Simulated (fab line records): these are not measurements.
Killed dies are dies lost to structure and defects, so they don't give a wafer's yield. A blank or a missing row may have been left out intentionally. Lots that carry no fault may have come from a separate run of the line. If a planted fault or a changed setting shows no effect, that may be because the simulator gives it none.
A lot that was struck, set against a sound lot -- flow n5 finfet -- 24 out of 1938 route steps
Sound: these wafers, L452.1, L452.3, L452.4. Struck: wafer L461.3 (left out: L461.1, L461.6 of the same lot, which were not struck); the cause appears at the end.
For every step that has rows: the tool of each side, followed by ch and its chambers, followed by its first start. Under that, the readings that differ: sound wafers -- struck wafers -- difference of the means -- sigmas: that difference in standard deviations of wafers without a fault.
alike: readings whose means differ by less than 2 such deviations, and words and numbers that are the same on both sides. not compared: withheld readings, readings that some wafer has no value for, bounds like >300 that may hide the same value, and numbers for which the record gives no deviation and whose values overlap.
Wherever a step has rows on one side only, a row that says differs or no value, or a row with sigmas, the two part there. Numbers that have no deviation but don't overlap get no sigmas and don't part them. Lack of a reading on every wafer of one side parts them only where that side has two or more wafers.

first, 3 steps without rows for these wafers: N5_FIN_SAQP_EXPOSE_13 (exposes mask FIN CORE, target cd 35.6 nm); N5_FIN_SAQP_PEB_14 (peb time 60 s); N5_FIN_SAQP_DEVELOP_15 (develop time 30 s).
N5_FIN_SAQP_CD_MEAS_16 targets a cd of 35.6 nm.
  sound on cd sem-03 ch 0, day 2 15:20; struck on cd sem-01 ch 0, day 4 23:46
  alike: cd nm
N5_FIN_SAQP_OVL_MEAS_17:
  sound on overlay-01 ch 0, day 2 15:22; struck on overlay-01 ch 0, day 4 23:48
  alike: FIN_CORE_OVL
N5_FIN_SAQP_INSPECT_18: inspects for defects (brightfield).
  struck on defect inspect-02, day 4 23:49; sound on defect inspect-02, day 2 15:23
  alike: raw defect count
then, 1 step without rows for these wafers: N5_FIN_SAQP_DESCUM_21 (chemistry O2, time 7.9 s).
N5_FIN_SAQP_ETCH_51: etches SiARC in CF4, target depth 45.5 nm, time 75.8 s.
  sound on rie diel-03 ch 2,3, day 2 15:28; struck on rie diel-01 ch 3, day 4 23:53
  alike: cf4 flow sccm, drypump motor current A, etch rf on time s, oes product au, rf fwd power W, rf vpp V, showerhead plenum p Torr, throttle valve pct
  not compared: rf hours counter h
N5_FIN_SAQP_ETCH_52: etches SOC in N2/H2, target depth 100 nm, overetch 20 nm, time 150 s.
  sound on rie diel-03 ch 2,3, day 2 15:31; struck on rie diel-01 ch 3, day 4 23:57
  alike: drypump motor current A, oes product au, rf fwd power W, rf vpp V, showerhead plenum p Torr, throttle valve pct
  not compared: rf hours counter h
then, 3 steps without rows for these wafers: N5_FIN_SAQP_STRIP_53 (strips in N2/H2); N5_FIN_SAQP_HM_OPEN_73 (chemistry CHF3/O2, target SiO2, stops on a-Si, target depth 12 nm, time 16.8 s); N5_FIN_SAQP_STRIP_74 (strips in CHF3/O2).
N5_FIN_SAQP_MANDREL_ETCH_22: etches a-Si in HBr/Cl2, stops on SiNx, target depth 60 nm, bt time 10 s, time 30 s.
  sound on rie si-04 ch 1,2, day 2 15:43; struck on rie si-01 ch 1, day 5 00:08
reading,sound,struck,difference,sigmas
rf fwd power W (W),797.3 796.2 796.2,985.3,+188.7,+70
model.SOC_of_FIN_SAQP_COAT_49.thk nm (nm),76.02 76.22 76.35,74.27,-1.93,
model.SiNx_of_FIN_SAQP_PECVD_48.thk nm (nm),24.66 24.64 24.76,23.5,-1.2,
  alike: drypump motor current A, oes product au, throttle valve pct
  not compared: rf hours counter h
then, 3 steps without rows for these wafers: N5_FIN_SAQP_STRIP_55 (strips in N2/H2); N5_FIN_SAQP_STRIP_23 (strips in SPM, time 750 s); N5_FIN_SAQP_SRD_66 (time 30 s).
N5_FIN_SAQP_RECESS_75: chemistry HF/NH3, target SiO2, target depth 14.4 nm, afs cycles 3, sublimation time 60 s.
  sound on vapor etch-02 ch 0,1, day 2 16:08; struck on vapor etch-01 ch 1, day 5 00:34
  alike: drypump motor current A
N5_FIN_SAQP_SPACER1_ALD_24: deposits SiO2, target thk 20.3 nm, pulse time 1 s, purge time 2 s.
  sound on ald sin-03 ch 0,1,3, day 2 16:31; struck on ald sin-04 ch 3, day 5 01:09
reading,sound,struck,difference,sigmas
precursor pulse height rel,1.021 1.023 0.999,0.956,-0.058,-3
  alike: heater power w
then, 2 steps without rows for these wafers: N5_FIN_SAQP_SPACER1_ETCHBACK_25 (etches SiO2 in CHF3/O2, target depth 24.4 nm, time 12.2 s); N5_FIN_SAQP_MANDREL1_REMOVE_56 (chemistry HBr/Cl2/O2, target a-Si, stops on SiNx, bt time 10 s).
N5_FIN_SAQP_CD_MEAS_27 targets a cd of 20 nm.
  sound on cd sem-01 ch 0, day 2 17:30; struck on cd sem-02 ch 0, day 5 02:04
  alike: cd nm
N5_FIN_SAQP_ETCH_57: etches SiNx in CH3F/O2, target depth 32.5 nm, time 46.4 s.
  sound on rie diel-03 ch 0,2,3, day 2 17:33; struck on rie diel-03 ch 3, day 5 02:07
reading,sound,struck,difference,sigmas
etch rf on time s (s),46.4 46.3 45.4,43.8,-2.2,-3
model.etch.depth nm (nm),24.66 24.64 24.76,23.5,-1.2,
  alike: drypump motor current A, oes product au, rf fwd power W, rf vpp V, showerhead plenum p Torr, throttle valve pct
  not compared: rf hours counter h
N5_FIN_SAQP_ETCH_65: etches SiO2 in CF4, target depth 4 nm, time 4.4 s.
  sound on rie si-01 ch 0,1,2, day 2 17:40; struck on rie si-04 ch 2, day 5 02:14
reading,sound,struck,difference,sigmas
rf hours counter h (h),123 32 46,4,-63,
  alike: cf4 flow sccm, drypump motor current A, oes product au, rf fwd power W, throttle valve pct
after that, 1 step had no rows for these wafers: N5_PASSIVATION_PROBE_49.

WHERE THEY PART
Last at N5_FIN_SAQP_ETCH_57 as far as this record goes, first at N5_FIN_SAQP_MANDREL_ETCH_22. Later steps at which nothing parts them and some readings are alike: N5_FIN_SAQP_ETCH_65.

WHY: what had been put in by the simulator
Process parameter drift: rie si-01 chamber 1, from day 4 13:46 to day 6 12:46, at N5_FIN_SAQP_MANDREL_ETCH_22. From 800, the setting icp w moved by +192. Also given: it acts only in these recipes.
